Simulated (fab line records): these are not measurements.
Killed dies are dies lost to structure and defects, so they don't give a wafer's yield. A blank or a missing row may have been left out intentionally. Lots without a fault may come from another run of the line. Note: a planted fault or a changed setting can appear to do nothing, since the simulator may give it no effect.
fab line records -- flow n5_finfet
record: lots: 15, wafers: 44, last_day: 17
route steps=1938 shown SD_EPI_P@303 SD_ACTIVATION@332 ILD0@338 BEOL_M4@1111
lots that met no fault: taken from a fault-free run of the same line
start_h: start of the lot's first displayed wafer, in hours after the record's first day -- wait_h: how many hours have passed since the lot's step before this one -- " same as the row above -- L1.1+2: several wafers, shown together as one row -- - no value, or no start was given -- * or withheld: withheld -- < > ~ a bound
route shown NAME@n: names a module that has steps shown in the file, with the first one's number in the route -- usual: the fault-free wafers' mean and standard deviation -- same: alike in all rows -- chamber/n: place in a boat -- sites: the reading at each site -- _std_site: standard deviation of those values -- _edge_site: outer sites' mean less inner sites' -- radius_mm: for every site, how far away it sits from the centre of the wafer -- mask NAME#n: copy n -- behind: tool/chamber where the wafer was last shaped -- hold: the reason the lot was held/the length of the hold in hours/how it ended -- device: names the non-switching transistor (n, p or np) -- end of line: at the end of the route, the tests of the same wafers -- where a step has no rows: the recipe by itself -- killed: dies that structure and defects cost at the first sort, which is not the same as the wafer's yield -- map: a wafer's dies, x killed, . not, _ none there
set.NAME: the run value of the setting; set.NAME@STEP: its run value at that earlier step -- model.NAME: the simulator's own value behind a step, which no gauge read
steps of the route over a sample of lots; a table a step, a row a wafer
services: when a tool's chamber went out of use (start_h, in hours from the record's first day, below 0 if earlier), for how many hours, and the reason
== steps ==
step: N5_SD_EPI_P_CD_MEAS_09
recipe: target_cd_nm: 240, landing_energy_ev: 500, detector: se_inlens
usual: cd_nm: 239.7/0.72
lot.wafer,tool,chamber,start_h,wait_h,cd_nm
L663.3,cd_sem-02,0,51.86,-,240.5
L663.4,cd_sem-02,0,51.86,-,240.6
L663.5,cd_sem-02,0,51.86,-,240.3
L664.2,cd_sem-02,0,64.02,-,240.2
L664.3,cd_sem-02,0,64.02,-,239.7
L664.5,cd_sem-02,0,64.02,-,239.4
L665.2,cd_sem-02,0,65.22,-,239.3
L665.4,cd_sem-02,0,65.22,-,239.6
L665.6,cd_sem-02,0,65.22,-,238.7
L666.2,cd_sem-01,0,71.42,-,238.5
L666.4,cd_sem-01,0,71.42,-,237.5
L666.5,cd_sem-01,0,71.42,-,237.9
L667.3,cd_sem-03,0,76.89,-,238.9
L667.4,cd_sem-03,0,76.89,-,239.5
L667.5,cd_sem-03,0,76.89,-,239.9
L668.1,cd_sem-01,0,86.48,-,239.4
L668.2,cd_sem-01,0,86.48,-,239.4
L668.6,cd_sem-01,0,86.48,-,239.8
L669.1,cd_sem-01,0,93.08,-,239.9
L669.2,cd_sem-01,0,93.08,-,240.3
L669.5,cd_sem-01,0,93.08,-,240.5
L671.1,cd_sem-01,0,103.18,-,239.5
L671.3,cd_sem-01,0,103.18,-,239.8
L671.6,cd_sem-01,0,103.18,-,239.9
L672.2,cd_sem-03,0,108.37,-,239.7
L672.3,cd_sem-03,0,108.37,-,239.6
L672.6,cd_sem-03,0,108.37,-,238.6
L673.2,cd_sem-01,0,117.03,-,238.9
L673.3,cd_sem-01,0,117.03,-,239.4
L682.2,cd_sem-01,0,168.55,-,239.7
L682.4,cd_sem-01,0,168.55,-,240.0
L682.6,cd_sem-01,0,168.55,-,239.4
L683.1,cd_sem-03,0,172.53,-,239.6
L683.5,cd_sem-03,0,172.53,-,240.1
L683.6,cd_sem-03,0,172.53,-,240.0
L684.2,cd_sem-01,0,180.81,-,238.9
L684.4,cd_sem-01,0,180.81,-,238.3
L684.6,cd_sem-01,0,180.81,-,239.8
L685.1,cd_sem-03,0,186.93,-,239.2
L685.2,cd_sem-03,0,186.93,-,240.0
L685.6,cd_sem-03,0,186.93,-,239.6
L686.2,cd_sem-01,0,196.02,-,241.2
L686.3,cd_sem-01,0,196.02,-,240.7
L686.5,cd_sem-01,0,196.02,-,240.3
step: N5_SD_EPI_P_ETCH_37
recipe: chemistry: N2/H2, target: SOC, overetch_a: 1080, mask_material: SiARC, temp_c: 40, ion_energy_ev: 100, source_w: 3000, bias_w: 133, pressure_mtorr: 20, time_s: 486, n2_flow_sccm: 200, h2_flow_sccm: 200, ends: end_point
usual: bias_w: 133.0/0.4, drypump_motor_current_A: 5.9/0.4, oes_product_au: 0.72/0.08, rf_vpp_V: 241.1/1.4, showerhead_plenum_p_Torr: 2.57/0.095, throttle_valve_pct: 23.8/0.31
lot.wafer,tool,chamber,start_h,wait_h,bias_w,drypump_motor_current_A,oes_product_au,rf_hours_counter_h,rf_vpp_V,showerhead_plenum_p_Torr,throttle_valve_pct
L663.3,rie_diel-02,0,52.04,0.0,133.3,6.0,0.79,32,242.5,2.70,23.4
L663.4,rie_diel-02,3,52.04,0.0,133.2,5.6,0.62,231,239.9,2.40,23.8
L663.5,rie_diel-02,0,52.04,0.0,132.4,6.1,0.80,-,243.1,2.70,23.4
L664.2,rie_diel-02,3,64.20,0.0,133.1,5.6,0.62,233,238.8,2.40,23.8
L664.3,rie_diel-02,0,64.20,0.0,133.6,6.0,0.78,35,243.3,2.70,23.4
L664.5,rie_diel-02,1,64.20,0.0,133.0,6.2,0.69,-,239.8,2.67,23.3
L665.2,rie_diel-06,1,65.40,0.0,133.2,6.2,0.60,243,242.1,2.59,23.7
L665.4,rie_diel-06,1,65.40,0.0,132.7,6.1,0.60,-,241.6,2.60,23.7
L665.6,rie_diel-06,3,65.40,0.0,132.9,5.8,0.79,-,242.7,2.69,23.7
L666.2,rie_diel-06,0,71.60,0.0,132.8,6.0,0.63,207,239.0,2.51,23.9
L666.4,rie_diel-06,1,71.60,0.0,133.2,6.2,0.60,246,241.5,2.59,23.7
L666.5,rie_diel-06,0,71.60,0.0,132.4,6.0,0.62,-,241.9,2.51,23.9
L667.3,rie_diel-02,1,77.06,0.0,133.3,6.2,0.69,123,241.9,2.66,23.3
L667.4,rie_diel-02,0,77.06,0.0,133.6,6.0,0.79,39,242.2,2.69,23.4
L667.5,rie_diel-02,0,77.06,0.0,133.2,6.1,0.78,-,242.8,2.69,23.4
L668.1,rie_diel-03,2,86.66,0.0,133.0,5.3,0.71,112,239.9,2.46,24.1
L668.2,rie_diel-03,3,86.66,0.0,133.5,5.3,0.63,218,242.7,2.51,24.0
L668.6,rie_diel-03,0,86.66,0.0,132.8,6.7,0.61,-,239.1,2.50,24.0
L669.1,rie_diel-03,3,94.00,0.0,133.0,5.3,0.63,220,241.0,2.51,24.0
L669.2,rie_diel-03,2,94.00,0.0,133.1,5.3,0.71,115,239.3,2.46,24.2
L669.5,rie_diel-03,1,94.00,0.0,133.0,5.9,0.69,-,242.8,2.66,24.3
L671.1,rie_diel-06,2,103.80,0.0,133.2,5.2,0.84,17,240.1,2.59,23.8
L671.3,rie_diel-06,0,103.80,0.0,132.8,6.0,0.62,218,240.3,2.51,23.9
L671.6,rie_diel-06,2,103.80,0.0,133.3,5.2,0.83,-,240.7,2.59,23.8
L672.2,rie_diel-03,3,108.55,0.0,133.0,5.4,0.62,226,241.0,2.51,24.0
L672.3,rie_diel-03,2,108.55,0.0,132.7,5.3,0.70,120,238.4,2.46,24.2
L672.6,rie_diel-03,3,108.55,0.0,133.0,5.3,0.62,-,240.8,2.51,24.0
L673.2,rie_diel-03,2,117.21,0.0,133.4,5.3,0.70,123,239.9,2.46,24.2
L673.3,rie_diel-03,1,117.21,0.0,132.7,5.9,0.68,143,242.5,2.66,24.3
L682.2,rie_diel-02,3,168.76,0.0,132.9,5.6,0.85,4,242.6,2.71,23.6
L682.4,rie_diel-02,2,168.76,0.0,132.8,6.2,0.68,184,239.8,2.42,24.2
L682.6,rie_diel-02,2,168.76,0.0,133.0,6.2,0.67,-,239.5,2.42,24.2
L683.1,rie_diel-02,1,172.71,0.0,133.2,6.3,0.67,147,242.1,2.65,23.3
L683.5,rie_diel-02,3,172.71,0.0,132.5,5.6,0.85,-,242.6,2.71,23.6
L683.6,rie_diel-02,2,172.71,0.0,133.0,6.2,0.67,-,238.7,2.42,24.2
L684.2,rie_diel-03,0,181.32,0.0,132.9,6.6,0.80,22,240.1,2.49,23.8
L684.4,rie_diel-03,2,181.32,0.0,132.7,5.3,0.68,-,239.4,2.45,24.2
L684.6,rie_diel-03,0,181.32,0.0,132.8,6.7,0.80,-,241.7,2.49,23.8
L685.1,rie_diel-03,1,188.22,0.0,133.3,5.9,0.66,170,242.4,2.65,24.3
L685.2,rie_diel-03,0,188.22,0.0,133.1,6.7,0.79,26,240.2,2.49,23.8
L685.6,rie_diel-03,0,188.22,0.0,132.1,6.7,0.79,-,239.4,2.49,23.8
L686.2,rie_diel-06,0,196.46,0.0,133.0,5.9,0.61,241,239.9,2.50,24.0
L686.3,rie_diel-06,3,196.46,0.0,132.8,5.9,0.75,86,240.5,2.67,23.8
L686.5,rie_diel-06,0,196.46,0.0,132.4,6.0,0.60,-,240.3,2.50,24.0
step: N5_SD_EPI_P_EPI_21
recipe: material: SiGe:B, dopant: B, temp_c: 550, pressure_torr: 20, ambient: H2, time_s: 355
usual: epi_growth_time_s: 355/0, susceptor_temp_C: 549.99/0.26, susceptor_temp_C_max: 551.6/0.62
lot.wafer,tool,chamber,start_h,wait_h,epi_growth_time_s,susceptor_temp_C,susceptor_temp_C_max
L663.3,epi_rpcvd-01,0,54.02,0.8,355,550.14,550.9
L663.4,epi_rpcvd-01,0,54.02,0.8,355,550.20,551.2
L663.5,epi_rpcvd-01,0,54.02,0.8,355,549.87,551.0
L664.2,epi_rpcvd-01,0,65.82,0.5,355,550.12,550.9
L664.3,epi_rpcvd-01,0,65.82,0.5,355,550.13,551.3
L664.5,epi_rpcvd-01,0,65.82,0.5,355,549.92,550.9
L665.2,epi_rpcvd-02,0,67.03,0.5,355,549.49,551.5
L665.4,epi_rpcvd-02,0,67.03,0.5,355,550.07,551.5
L665.6,epi_rpcvd-02,0,67.03,0.5,355,549.89,551.5
L666.2,epi_rpcvd-02,0,73.21,0.5,355,549.78,551.7
L666.4,epi_rpcvd-02,0,73.21,0.5,355,550.27,551.7
L666.5,epi_rpcvd-02,0,73.21,0.5,355,550.30,552.3
L667.3,epi_rpcvd-04,0,79.04,0.8,355,550.35,551.5
L667.4,epi_rpcvd-04,0,79.04,0.8,355,550.26,551.9
L667.5,epi_rpcvd-04,0,79.04,0.8,355,550.35,551.5
L668.1,epi_rpcvd-02,0,88.04,0.2,355,550.02,552.7
L668.2,epi_rpcvd-02,0,88.04,0.2,355,550.35,552.2
L668.6,epi_rpcvd-02,0,90.44,2.4,355,550.73,552.7
L669.1,epi_rpcvd-02,0,95.26,0.1,355,550.43,552.5
L669.2,epi_rpcvd-02,0,95.26,0.1,355,550.30,552.4
L669.5,epi_rpcvd-02,0,96.70,1.5,355,550.13,552.7
L671.1,epi_rpcvd-02,0,105.09,0.1,355,549.89,551.7
L671.3,epi_rpcvd-02,0,105.09,0.1,465.84,549.49,551.2
L671.6,epi_rpcvd-02,0,106.89,1.8,355,549.66,551.8
L672.2,epi_rpcvd-02,0,110.17,0.5,465.84,549.90,552.3
L672.3,epi_rpcvd-02,0,110.17,0.5,465.84,549.76,551.2
L672.6,epi_rpcvd-02,0,111.61,1.8,355,549.57,551.7
L673.2,epi_rpcvd-02,0,118.82,0.5,465.84,550.20,552.0
L673.3,epi_rpcvd-02,0,118.82,0.5,465.84,550.08,551.5
L682.2,epi_rpcvd-01,0,170.62,0.6,355,550.02,550.7
L682.4,epi_rpcvd-01,0,170.62,0.6,355,550.34,551.6
L682.6,epi_rpcvd-01,0,170.62,0.6,355,550.53,551.4
L683.1,epi_rpcvd-04,0,174.09,0.2,355,550.05,551.5
L683.5,epi_rpcvd-04,0,175.53,1.5,355,549.57,551.0
L683.6,epi_rpcvd-04,0,175.53,1.5,355,549.82,551.2
L684.2,epi_rpcvd-01,0,182.93,0.5,355,549.53,550.5
L684.4,epi_rpcvd-01,0,182.93,0.5,355,549.73,550.7
L684.6,epi_rpcvd-01,0,182.93,0.5,355,550.13,551.1
L685.1,epi_rpcvd-02,0,189.60,0.2,355,549.82,552.0
L685.2,epi_rpcvd-02,0,189.60,0.2,355,549.91,551.9
L685.6,epi_rpcvd-02,0,192.00,2.4,355,549.55,551.3
L686.2,epi_rpcvd-04,0,198.08,0.5,355,550.06,551.4
L686.3,epi_rpcvd-04,0,198.08,0.5,355,550.12,551.3
L686.5,epi_rpcvd-04,0,198.08,0.5,355,549.84,551.1
step: N5_SD_EPI_P_EPI_MEAS_23
recipe: mode: xrd
usual: thk_nm: 61.0/1.2
lot.wafer,tool,chamber,start_h,wait_h,thk_nm
L663.3,film_metro-01,-,55.50,1.1,60.5
L663.4,film_metro-01,-,55.50,1.1,61.4
L663.5,film_metro-01,-,55.50,1.1,59.6
L664.2,film_metro-01,-,67.65,1.5,60.9
L664.3,film_metro-01,-,67.65,1.5,60.9
L664.5,film_metro-01,-,67.65,1.5,60.8
L665.2,film_metro-02,-,68.87,1.5,60.1
L665.4,film_metro-02,-,68.87,1.5,60.1
L665.6,film_metro-02,-,68.87,1.5,61.0
L666.2,film_metro-02,-,75.07,1.5,63.0
L666.4,film_metro-02,-,75.07,1.5,61.2
L666.5,film_metro-02,-,75.07,1.5,60.6
L667.3,film_metro-02,-,80.52,1.1,60.1
L667.4,film_metro-02,-,80.52,1.1,62.5
L667.5,film_metro-02,-,80.52,1.1,60.5
L668.1,film_metro-02,-,90.96,2.4,61.2
L668.2,film_metro-02,-,90.96,2.4,59.9
L668.6,film_metro-02,-,90.96,2.4,62.1
L669.1,film_metro-02,-,97.47,1.9,61.8
L669.2,film_metro-02,-,97.47,1.9,59.5
L669.5,film_metro-02,-,97.47,1.9,61.4
L671.1,film_metro-02,-,107.28,1.8,63.0
L671.3,film_metro-02,-,107.28,1.8,74.6
L671.6,film_metro-02,-,107.28,1.8,62.0
L672.2,film_metro-01,-,112.02,1.5,74.3
L672.3,film_metro-01,-,112.02,1.5,70.8
L672.6,film_metro-01,-,112.02,1.5,61.1
L673.2,film_metro-01,-,120.66,1.5,74.2
L673.3,film_metro-01,-,120.66,1.5,73.5
L682.2,film_metro-02,-,173.08,2.0,61.5
L682.4,film_metro-02,-,173.08,2.0,59.7
L682.6,film_metro-02,-,173.08,2.0,60.7
L683.1,film_metro-01,-,176.28,1.8,62.2
L683.5,film_metro-01,-,176.28,1.8,62.5
L683.6,film_metro-01,-,176.28,1.8,62.1
L684.2,film_metro-02,-,184.77,1.5,61.0
L684.4,film_metro-02,-,184.77,1.5,60.6
L684.6,film_metro-02,-,184.77,1.5,60.8
L685.1,film_metro-01,-,192.51,2.4,61.4
L685.2,film_metro-01,-,192.51,2.4,62.8
L685.6,film_metro-01,-,192.51,2.4,58.8
L686.2,film_metro-02,-,199.92,1.5,61.9
L686.3,film_metro-02,-,199.92,1.5,61.0
L686.5,film_metro-02,-,199.92,1.5,60.4
step: N5_SD_ACTIVATION_RS_MEAS_03
recipe: thk_meas_gauge: four-point-probe
usual: RS_SD_N: 21.94/0.27, RS_SD_P: 56.0/0.7
lot.wafer,tool,chamber,start_h,wait_h,RS_SD_N[ohm/sq],RS_SD_P[ohm/sq]
L663.3,film_metro-02,-,56.15,0.2,21.72,56.5
L663.4,film_metro-02,-,56.15,0.2,22.01,55.0
L663.5,film_metro-02,-,56.15,0.2,21.60,55.3
L664.2,film_metro-01,-,68.36,0.2,21.59,56.4
L664.3,film_metro-01,-,68.36,0.2,21.71,56.0
L664.5,film_metro-01,-,68.36,0.2,21.46,55.6
L665.2,film_metro-01,-,69.50,0.2,21.83,56.8
L665.4,film_metro-01,-,69.50,0.2,22.09,56.6
L665.6,film_metro-01,-,69.50,0.2,21.65,55.5
L666.2,film_metro-02,-,76.17,0.2,21.86,55.7
L666.4,film_metro-02,-,76.17,0.2,21.18,56.0
L666.5,film_metro-02,-,76.17,0.2,21.43,56.2
L667.3,film_metro-02,-,81.16,0.2,22.19,54.3
L667.4,film_metro-02,-,81.16,0.2,21.63,53.8
L667.5,film_metro-02,-,81.16,0.2,22.50,54.9
L668.1,film_metro-01,-,91.76,0.2,21.69,56.3
L668.2,film_metro-01,-,91.76,0.2,22.01,56.3
L668.6,film_metro-01,-,91.76,0.2,21.95,56.5
L669.1,film_metro-01,-,98.18,0.2,22.23,55.3
L669.2,film_metro-01,-,98.18,0.2,22.35,56.2
L669.5,film_metro-01,-,98.18,0.2,22.10,55.5
L671.1,film_metro-01,-,107.89,0.2,22.36,55.3
L671.3,film_metro-01,-,107.89,0.2,22.66,46.6
L671.6,film_metro-01,-,107.89,0.2,22.25,55.8
L672.2,film_metro-02,-,112.82,0.2,21.79,46.1
L672.3,film_metro-02,-,112.82,0.2,21.78,46.7
L672.6,film_metro-02,-,112.82,0.2,21.79,56.0
L673.2,film_metro-02,-,121.32,0.2,22.33,46.7
L673.3,film_metro-02,-,121.32,0.2,21.99,46.6
L682.2,film_metro-01,-,173.86,0.2,21.86,55.8
L682.4,film_metro-01,-,173.86,0.2,21.94,55.0
L682.6,film_metro-01,-,173.86,0.2,21.76,55.9
L683.1,film_metro-02,-,176.95,0.2,21.95,55.6
L683.5,film_metro-02,-,176.95,0.2,22.00,55.5
L683.6,film_metro-02,-,176.95,0.2,21.76,55.5
L684.2,film_metro-02,-,185.40,0.2,21.56,56.6
L684.4,film_metro-02,-,185.40,0.2,21.82,57.0
L684.6,film_metro-02,-,185.40,0.2,21.86,56.4
L685.1,film_metro-01,-,193.12,0.2,22.26,56.0
L685.2,film_metro-01,-,193.12,0.2,22.00,56.5
L685.6,film_metro-01,-,193.12,0.2,21.72,56.1
L686.2,film_metro-01,-,200.73,0.2,21.71,55.9
L686.3,film_metro-01,-,200.73,0.2,21.71,55.2
L686.5,film_metro-01,-,200.73,0.2,21.71,55.5
step: N5_ILD0_CMP_03
recipe: stop_on: SiNx, t_overpolish_s: 1.9, post_cmp_clean: alkaline_brush, down_force_psi: 4.1491, platen_rpm: 51.796, pad_velocity_m_s: 1.0306, target_thk_nm: 197.38
usual: edge_zone_pressure_frac: 1.000/0.0041, motor_current_A: 12.5/0.91, overpolish_run_s: 1.900/0.0088, retaining_ring_pressure_frac: 1.000/0.0049, time_to_endpoint_s: 68/3.3
same: t_overpolish_s: 1.9
lot.wafer,tool,chamber,start_h,wait_h,edge_zone_pressure_frac,motor_current_A,overpolish_run_s,retaining_ring_pressure_frac,time_to_endpoint_s
L663.3,cmp-03,0,58.86,0.0,0.999,12.2,1.886,1.008,70
L663.4,cmp-03,3,58.86,0.0,1.002,13.2,1.915,1.000,66
L663.5,cmp-03,0,58.86,0.0,0.993,11.8,1.893,1.003,70
L664.3,cmp-04,2,71.54,0.1,1.012,13.3,1.905,0.993,67
L664.2,cmp-04,3,71.54,0.1,0.999,13.7,1.911,1.001,71
L664.5,cmp-04,0,71.54,0.1,0.994,10.4,1.898,1.000,70
L665.2,cmp-02,0,72.59,0.0,1.003,13.9,1.895,0.999,69
L665.4,cmp-02,1,72.59,0.0,1.002,11.6,1.897,1.008,67
L665.6,cmp-02,1,72.59,0.0,1.003,12.4,1.897,1.004,66
L666.4,cmp-04,1,78.90,0.0,1.003,12.4,1.902,0.998,72
L666.2,cmp-04,0,78.90,0.0,1.004,10.1,1.897,1.004,69
L666.5,cmp-04,1,78.90,0.0,1.003,12.7,1.899,1.003,68
L667.4,cmp-03,0,83.88,0.1,1.001,13.0,1.909,1.000,67
L667.3,cmp-03,2,83.88,0.1,1.007,12.2,1.907,1.004,67
L667.5,cmp-03,0,83.88,0.1,1.004,12.0,1.890,1.002,65
L668.1,cmp-04,2,94.83,0.1,1.004,12.5,1.924,1.002,65
L668.2,cmp-04,0,94.83,0.1,1.000,10.7,1.910,0.999,62
L668.6,cmp-04,2,94.83,0.1,1.004,13.1,1.884,1.001,69
L669.1,cmp-04,0,100.94,0.1,0.997,10.4,1.910,1.000,64
L669.2,cmp-04,2,100.94,0.1,0.998,13.4,1.905,1.000,62
L669.5,cmp-04,3,100.94,0.1,0.996,13.1,1.920,1.002,69
L671.1,cmp-03,3,111.05,0.1,1.002,14.2,1.900,1.002,65
L671.3,cmp-03,0,111.05,0.1,0.997,12.8,1.918,0.996,66
L671.6,cmp-03,1,111.05,0.1,0.996,12.9,1.906,0.999,66
L672.3,cmp-04,0,115.60,0.1,1.005,10.7,1.894,0.996,73
L672.2,cmp-04,1,115.60,0.1,1.001,12.1,1.913,1.004,69
L672.6,cmp-04,3,115.60,0.1,1.002,13.1,1.908,1.005,71
L673.2,cmp-03,3,124.09,0.1,1.000,13.7,1.908,0.996,62
L673.3,cmp-03,0,124.09,0.1,1.000,12.6,1.905,1.002,66
L682.2,cmp-04,3,176.56,0.0,0.996,13.3,1.905,1.000,71
L682.4,cmp-04,0,176.56,0.0,1.000,10.6,1.905,1.000,72
L682.6,cmp-04,0,176.56,0.0,1.000,10.5,1.907,1.002,72
L683.1,cmp-02,1,179.85,0.1,1.000,12.0,1.891,1.004,67
L683.5,cmp-02,0,179.85,0.1,1.001,13.4,1.896,1.003,69
L683.6,cmp-02,1,179.85,0.1,0.995,12.4,1.892,0.997,68
L684.2,cmp-02,0,188.33,0.1,1.000,14.0,1.913,1.005,66
L684.4,cmp-02,1,188.33,0.1,1.001,12.0,1.896,1.003,68
L684.6,cmp-02,2,188.33,0.1,1.006,11.0,1.902,0.994,68
L685.1,cmp-04,0,195.92,0.1,1.005,10.9,1.891,1.005,69
L685.2,cmp-04,1,195.92,0.1,1.000,11.7,1.910,1.003,72
L685.6,cmp-04,3,195.92,0.1,1.002,13.5,1.901,1.006,73
L686.2,cmp-04,2,204.58,0.0,0.994,12.8,1.905,0.993,72
L686.3,cmp-04,1,204.58,0.0,1.001,12.0,1.907,0.997,76
L686.5,cmp-04,3,204.58,0.0,0.999,13.5,1.907,1.004,78
step: N5_BEOL_M4_RC_MEAS_101
usual: DIBL_N: 36.3/1.2, DIBL_P: 36.1/1.6, IOFF_N: 0.161/0.023, IOFF_P: 0.209/0.027, ION_N: 676/8.9, ION_P: 462/5.3, RS_SD_P: 65.9/0.86, SS_N: 71.5/0.51, SS_P: 73.2/0.5, VT_N: 249.1/2.5, VT_P: -249.9/2.8
lot.wafer,tool,chamber,start_h,wait_h,DIBL_N[mV/V],DIBL_P[mV/V],IOFF_N[nA/um],IOFF_P[nA/um],ION_N[uA/um],ION_P[uA/um],RS_SD_P[ohm/sq],SS_N[mV/dec],SS_P[mV/dec],VT_N[mV],VT_P[mV]
L663.3,prober-02,0,156.33,0.3,36.5,36.8,0.164,0.203,671,460,66.5,71.8,72.7,246.1,-251.8
L663.4,prober-02,0,156.33,0.3,35.7,35.0,0.142,0.183,672,457,65.1,70.8,73.3,247.2,-253.2
L663.5,prober-02,0,156.33,0.3,34.8,33.1,0.129,0.157,667,451,65.2,71.7,73.5,250.9,-255.5
L664.2,prober-01,0,176.29,0.2,36.1,35.6,0.155,0.203,683,462,65.4,71.5,72.9,248.2,-249.9
L664.3,prober-01,0,176.29,0.2,35.8,36.2,0.145,0.211,671,461,65.9,70.9,72.7,248.5,-250.4
L664.5,prober-01,0,176.29,0.2,37.7,38.1,0.185,0.249,689,471,65.9,71.6,73.9,246.0,-247.5
L665.2,prober-01,0,180.05,0.2,36.8,35.5,0.161,0.221,675,463,66.8,71.3,73.0,250.1,-248.8
L665.4,prober-01,0,180.05,0.2,37.7,35.8,0.174,0.220,674,466,66.7,71.2,73.1,250.3,-249.0
L665.6,prober-01,0,180.05,0.2,36.8,34.7,0.162,0.213,664,460,64.8,71.5,73.5,248.5,-247.3
L666.2,prober-02,0,182.19,0.2,35.7,34.7,0.146,0.190,672,463,66.1,71.5,72.8,252.3,-249.1
L666.4,prober-02,0,182.19,0.2,34.9,33.4,0.125,0.172,666,457,65.4,70.9,72.9,252.6,-253.1
L666.5,prober-02,0,182.19,0.2,34.4,33.8,0.125,0.180,667,464,66.7,71.1,72.9,252.0,-251.7
L667.3,prober-02,0,185.41,0.3,35.5,34.7,0.126,0.169,658,450,64.3,70.6,72.4,250.9,-255.3
L667.4,prober-02,0,185.41,0.3,34.8,33.8,0.121,0.164,664,457,63.3,69.9,72.7,252.8,-255.6
L667.5,prober-02,0,185.41,0.3,36.0,35.1,0.137,0.182,672,459,64.3,70.4,72.3,252.8,-254.5
L668.1,prober-02,0,196.58,0.0,37.6,36.7,0.184,0.262,682,471,65.8,71.5,73.2,245.7,-246.9
L668.2,prober-02,0,196.58,0.0,36.4,36.1,0.168,0.241,686,468,66.4,71.5,73.4,247.2,-244.0
L668.6,prober-02,0,196.58,0.0,37.9,37.3,0.192,0.272,678,465,65.7,71.8,73.4,248.0,-243.8
L669.1,prober-02,0,204.65,0.0,36.5,35.8,0.158,0.203,669,459,65.9,71.6,73.5,249.0,-249.5
L669.2,prober-02,0,204.65,0.0,37.4,37.8,0.188,0.239,675,459,67.4,71.5,73.4,248.5,-247.8
L669.5,prober-02,0,204.65,0.0,37.1,37.4,0.198,0.240,683,466,66.4,71.6,74.4,248.4,-247.9
L671.1,prober-02,0,206.31,0.0,36.9,34.3,0.153,0.203,670,467,64.6,71.5,73.2,249.4,-248.5
L671.3,prober-02,0,206.31,0.0,37.7,35.4,0.170,0.244,667,469,54.2,71.7,72.8,247.7,-244.6
L671.6,prober-02,0,206.31,0.0,36.9,34.6,0.166,0.202,674,459,65.0,71.5,72.8,250.3,-252.3
L672.2,prober-01,0,212.82,0.3,33.8,34.7,0.146,0.197,678,471,54.0,72.2,72.4,247.6,-250.3
L672.3,prober-01,0,212.82,0.3,35.2,36.5,0.172,0.232,687,471,54.8,71.7,73.4,244.4,-245.7
L672.6,prober-01,0,212.82,0.3,34.6,35.9,0.155,0.190,675,458,65.4,71.3,72.8,248.9,-251.1
L673.2,prober-01,0,226.46,0.2,36.6,36.5,0.164,0.229,684,472,55.0,71.7,72.9,246.6,-245.3
L673.3,prober-01,0,226.46,0.2,36.6,37.1,0.165,0.232,687,474,55.0,71.4,73.7,249.3,-243.4
L683.1,prober-02,0,278.72,0.0,36.8,37.2,0.177,0.220,679,460,65.1,72.2,73.3,249.4,-250.5
L683.5,prober-02,0,278.72,0.0,38.2,37.8,0.200,0.232,688,462,65.1,71.8,73.2,247.3,-247.2
L683.6,prober-02,0,278.72,0.0,37.9,37.5,0.186,0.225,680,467,65.3,72.0,72.1,247.4,-249.5
L682.2,prober-01,0,278.76,0.2,36.1,35.0,0.166,0.211,678,459,65.3,71.1,72.2,248.8,-248.8
L682.4,prober-01,0,278.76,0.2,35.7,34.4,0.149,0.200,675,460,66.2,71.5,72.8,249.9,-248.3
L682.6,prober-01,0,278.76,0.2,36.0,35.0,0.155,0.201,680,468,65.5,71.2,72.9,250.0,-248.5
L684.2,prober-02,0,284.75,0.2,34.3,35.7,0.117,0.192,663,461,66.2,71.9,72.9,254.1,-252.3
L684.4,prober-02,0,284.75,0.2,35.8,36.9,0.135,0.214,666,463,67.9,71.0,73.7,254.6,-249.9
L684.6,prober-02,0,284.75,0.2,36.0,37.6,0.138,0.222,673,467,66.6,71.6,73.1,254.9,-250.0
L685.1,prober-01,0,294.29,0.0,35.6,36.5,0.161,0.215,666,461,65.3,71.9,73.0,249.0,-250.2
L685.2,prober-01,0,294.29,0.0,36.1,37.8,0.182,0.238,681,461,66.2,71.8,73.9,246.7,-247.1
L685.6,prober-01,0,294.29,0.0,36.0,37.2,0.166,0.222,677,462,66.1,72.7,73.7,248.1,-251.9
L686.2,prober-01,0,310.37,0.2,37.1,36.4,0.166,0.217,679,465,65.5,71.8,73.3,250.1,-246.2
L686.3,prober-01,0,310.37,0.2,36.0,35.6,0.143,0.202,674,463,65.0,71.9,73.1,250.6,-248.4
L686.5,prober-01,0,310.37,0.2,35.0,34.3,0.132,0.178,662,457,65.0,71.6,73.4,251.1,-248.6
== services ==
tool,chamber,start_h,hours,kind
rie_diel-03,-,29.48,0.5,repair
cmp-04,-,39.09,0.4,repair
cmp-02,-,41.77,5.9,pm
cmp-04,-,41.99,4.0,pm
cmp-02,-,82.01,6.3,repair
cmp-04,-,87.12,1.4,repair
rie_diel-06,0,88.86,4.1,repair
epi_rpcvd-01,-,91.51,0.6,repair
rie_diel-02,1,113.73,15.6,repair
rie_diel-06,2,117.42,1.2,repair
epi_rpcvd-01,-,131.06,8.1,pm
cmp-02,-,132.53,4.0,pm
cmp-03,-,142.93,1.2,repair
cmp-04,-,149.07,6.8,pm
rie_diel-02,3,153.75,1.5,repair
cmp-04,-,164.22,2.1,repair
cmp-03,-,164.27,0.9,repair
rie_diel-03,3,164.52,1.7,repair
cmp-04,-,174.93,1.3,repair
cmp-03,-,175.11,3.4,pm
epi_rpcvd-01,-,175.35,2.8,pm
rie_diel-06,-,179.18,14.6,pm
cmp-03,-,195.42,1.8,repair
rie_diel-02,0,201.01,9.1,repair
== key ==
first_sign: step: N5_SD_EPI_P_EPI_21, reading: epi_growth_time_s, direction: up, sigmas: 99+, usual: *, struck: *
effect: step: N5_SD_EPI_P_EPI_MEAS_23, reading: thk_nm, direction: up, sigmas: 10, usual: *, struck: *
effect: step: N5_SD_ACTIVATION_RS_MEAS_03, reading: RS_SD_P, direction: down, sigmas: 13, usual: 56.0, struck: 46.5
effect: step: N5_BEOL_M4_RC_MEAS_101, reading: RS_SD_P, direction: down, sigmas: 13, usual: 65.9, struck: 54.6
effect: step: N5_BEOL_M4_RC_MEAS_101, reading: ION_P, direction: up, sigmas: 1.8, usual: 462, struck: 471
met_at N5_SD_EPI_P_EPI_21
struck_lots L671,L672,L673
struck_wafers L671.3,L672.2,L672.3,L673.2,L673.3
sort_left_out L671.3,L672.2,L672.3,L673.2,L673.3
not_acting_at N5_SD_EPI_P_CD_MEAS_09,N5_SD_EPI_P_ETCH_37,N5_ILD0_CMP_03
onset_between 95.26 105.09
fault: kind: process_parameter_drift, tool: epi_rpcvd-02, chamber: -, onset_h: 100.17, steps: N5_SD_EPI_P_EPI_21, channel: epi_growth_time_s, offset: *, shape: step, end_h: 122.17, scope: struck_wafers_only, acts_in: *, stated: *
sort_left_out: the simulated sort isn't trusted on such a fault, so these wafers' sort isn't shown, and their yield isn't known
